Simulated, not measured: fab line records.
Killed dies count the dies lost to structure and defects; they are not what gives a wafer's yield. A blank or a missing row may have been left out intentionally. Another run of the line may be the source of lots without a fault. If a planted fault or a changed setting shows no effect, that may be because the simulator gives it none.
Which tool was responsible?	flow n5 finfet	11 lots, 32 wafers sampled, at 7 steps of a route of 1938

WHAT EACH GAUGE READ, for each wafer
N5_BEOL_M6_RS_MEAS_57: the measuring method here is four-point-probe.
lot	measured	on	M6_RS (ohm/sq)
L434	day 8 17:22	film metro-02	0.287 0.284 0.299
L437	day 9 10:59	film metro-02	0.291 0.285
L438	day 9 18:44	film metro-01	0.298 0.282 0.294
L440	day 10 02:34	film metro-01	0.292 0.296 0.285
L439	day 10 05:20	film metro-01	0.287 0.292 0.285
L441	day 10 09:28	film metro-02	0.284 0.289 0.287
L442	day 10 10:54	film metro-01	0.276 0.299 0.291
L452	day 13 08:58	film metro-01	0.282 0.290 0.298
L453	day 13 13:49	film metro-02	0.292 0.298 0.290
L454	day 13 18:14	film metro-01	0.296 0.293 0.280
L455	day 13 20:54	film metro-02	0.292 0.286 0.290

N5_BEOL_M6_INSPECT_58: inspects for defects (darkfield).
lot	measured	on	raw defect count
L434	day 8 17:24	defect inspect-02	65 68 41
L437	day 9 11:01	defect inspect-02	58 68
L438	day 9 18:46	defect inspect-01	54 50 57
L440	day 10 02:35	defect inspect-01	74 65 71
L439	day 10 05:22	defect inspect-02	71 76 68
L441	day 10 09:29	defect inspect-01	71 117 117
L442	day 10 10:55	defect inspect-01	75 100 103
L452	day 13 09:00	defect inspect-02	652 688 653
L453	day 13 13:51	defect inspect-02	673 668 700
L454	day 13 18:16	defect inspect-01	68 59 72
L455	day 13 20:55	defect inspect-01	81 65 78

N5_BEOL_M7_INSPECT_13: inspects for defects (brightfield).
lot	measured	on	raw defect count
L434	day 8 18:32	defect inspect-01	393 297 342
L437	day 9 13:29	defect inspect-02	423 358
L438	day 9 21:32	defect inspect-02	352 407 385
L440	day 10 04:39	defect inspect-02	436 344 468
L439	day 10 07:58	defect inspect-01	412 420 426
L441	day 10 10:46	defect inspect-02	683 504 516
L442	day 10 12:57	defect inspect-01	436 413 465
L452	day 13 12:09	defect inspect-02	933 979 900
L453	day 13 16:41	defect inspect-01	1016 992 1106
L454	day 13 20:09	defect inspect-01	437 587 626
L455	day 13 23:38	defect inspect-02	381 451 383

N5_BEOL_M7_INSPECT_30: inspects for defects (brightfield).
lot	measured	on	raw defect count
L434	day 8 19:27	defect inspect-01	400 300 362
L437	day 9 15:42	defect inspect-01	430 397
L438	day 10 00:59	defect inspect-01	374 445 424
L440	day 10 06:42	defect inspect-02	442 340 488
L439	day 10 08:52	defect inspect-02	413 427 372
L441	day 10 12:23	defect inspect-01	732 530 511
L442	day 10 14:26	defect inspect-01	435 436 447
L452	day 13 15:35	defect inspect-01	948 979 919
L453	day 13 17:35	defect inspect-01	998 995 1141
L454	day 13 22:26	defect inspect-01	433 600 602
L455	day 14 02:53	defect inspect-02	399 411 395

WHAT TOOL EACH LOT RAN ON (gives the tool, then ch and the chambers of the sampled wafers, and finally the start)
lot	N5_BEOL_M6_SPUTTER_48	N5_BEOL_M6_PRE_CLEAN_55	N5_BEOL_M6_DEP_56
L434	pvd sputter-01, day 8 16:25	pecvd-01 ch 0,2, day 8 17:17	pecvd-01 ch 0,2, day 8 17:18
L437	pvd sputter-01, day 9 10:01	pecvd-01 ch 1, day 9 10:52	pecvd-01 ch 1, day 9 10:54
L438	pvd sputter-03, day 9 17:47	pecvd-01 ch 0,1, day 9 18:37	pecvd-01 ch 0,1, day 9 18:39
L440	pvd sputter-01, day 10 01:35	pecvd-01 ch 0,1, day 10 02:26	pecvd-01 ch 0,1, day 10 02:28
L439	pvd sputter-02, day 10 03:31	pecvd-03 ch 0,1,2, day 10 05:15	pecvd-03 ch 0,1,2, day 10 05:17
L441	pvd sputter-01, day 10 08:29	pecvd-01 ch 0,1, day 10 09:20	pecvd-01 ch 0,1, day 10 09:22
L442	pvd sputter-01, day 10 08:45	pecvd-01 ch 0,1, day 10 10:46	pecvd-01 ch 0,1, day 10 10:49
L452	pvd sputter-03, day 13 08:02	pecvd-01 ch 0,2, day 13 08:53	pecvd-01 ch 0,2, day 13 08:55
L453	pvd sputter-03, day 13 12:50	pecvd-01 ch 0,1, day 13 13:44	pecvd-01 ch 0,1, day 13 13:45
L454	pvd sputter-03, day 13 17:09	pecvd-02 ch 0,1,2, day 13 18:08	pecvd-02 ch 0,1,2, day 13 18:10
L455	pvd sputter-03, day 13 19:56	pecvd-02 ch 1,2, day 13 20:48	pecvd-02 ch 1,2, day 13 20:50
- N5_BEOL_M6_SPUTTER_48: material Cu, target thk 10 nm, time 1.667 s.
- N5_BEOL_M6_PRE_CLEAN_55: time 15 s.
- N5_BEOL_M6_DEP_56: deposits SiCN from 3MS/NH3, target thk 10 nm, time 17.5 s.

AS READ BY THE TOOLS THEMSELVES (means over the sampled wafers that have a number; for cases with no such wafer, the mark the record gives instead)
N5_BEOL_M6_SPUTTER_48.
lot	tool	throttle valve pct (%)
L434	pvd sputter-01	30.2
L437	pvd sputter-01	30.1
L438	pvd sputter-03	31.2
L440	pvd sputter-01	30.5
L439	pvd sputter-02	28.0
L441	pvd sputter-01	30.5
L442	pvd sputter-01	30.2
L452	pvd sputter-03	30.6
L453	pvd sputter-03	30.0
L454	pvd sputter-03	30.8
L455	pvd sputter-03	30.8

N5_BEOL_M6_DEP_56.
lot	tool	showerhead plenum p Torr (Torr)	throttle valve pct (%)
L434	pecvd-01	3.666	8.5
L437	pecvd-01	3.654	10.4
L438	pecvd-01	3.653	9.0
L440	pecvd-01	3.657	9.7
L439	pecvd-03	3.654	8.8
L441	pecvd-01	3.651	9.7
L442	pecvd-01	3.657	9.7
L452	pecvd-01	3.671	8.0
L453	pecvd-01	3.651	9.1
L454	pecvd-02	3.656	8.9
L455	pecvd-02	3.662	9.1

THE ANSWER, worked out from the rows above alone
Rule: usual is defined by the lots themselves. The widest of any qualifying gaps counts: lots, ordered by their means at a reading, are off when they make up no more than a third of the lots, leave a main group of 4 or more, and stand apart from it by 3 or more times the standard deviation of that group's means. A main group whose means are all the same, to the digits that the tables above print for the reading, isn't used. A lot without any number at a reading at which 4 lots or more have one is off too. Any other lot the step has rows for is counted as sound. First the gauges in route order, then the tools' own readings, where a lot's mean is used as printed above. At the first step where some lot is off, the reading lying furthest off is the one used; lots without a number count as furthest.
Off: L452, L453 (N5_BEOL_M6_INSPECT_58, raw defect count). Main group: mean 72, sd 15.
If a tool, at a process step before that reading, ran all the lots that are off and no sound lot after the first of them, it fits. Not tried: the gauges at N5_BEOL_M6_INSPECT_58; whatever is off there is also off at N5_BEOL_M7_INSPECT_30, on other tools, and gauge error can't account for it. One fits: N5_BEOL_M6_PRE_CLEAN_55 and N5_BEOL_M6_DEP_56 on pecvd-01. At N5_BEOL_M6_PRE_CLEAN_55 its last sound lot is L442 (day 10 10:46), its first lot that is off L452 (day 13 08:53): a fault that began between those two fits.

WHAT THE SIMULATOR PUT IN
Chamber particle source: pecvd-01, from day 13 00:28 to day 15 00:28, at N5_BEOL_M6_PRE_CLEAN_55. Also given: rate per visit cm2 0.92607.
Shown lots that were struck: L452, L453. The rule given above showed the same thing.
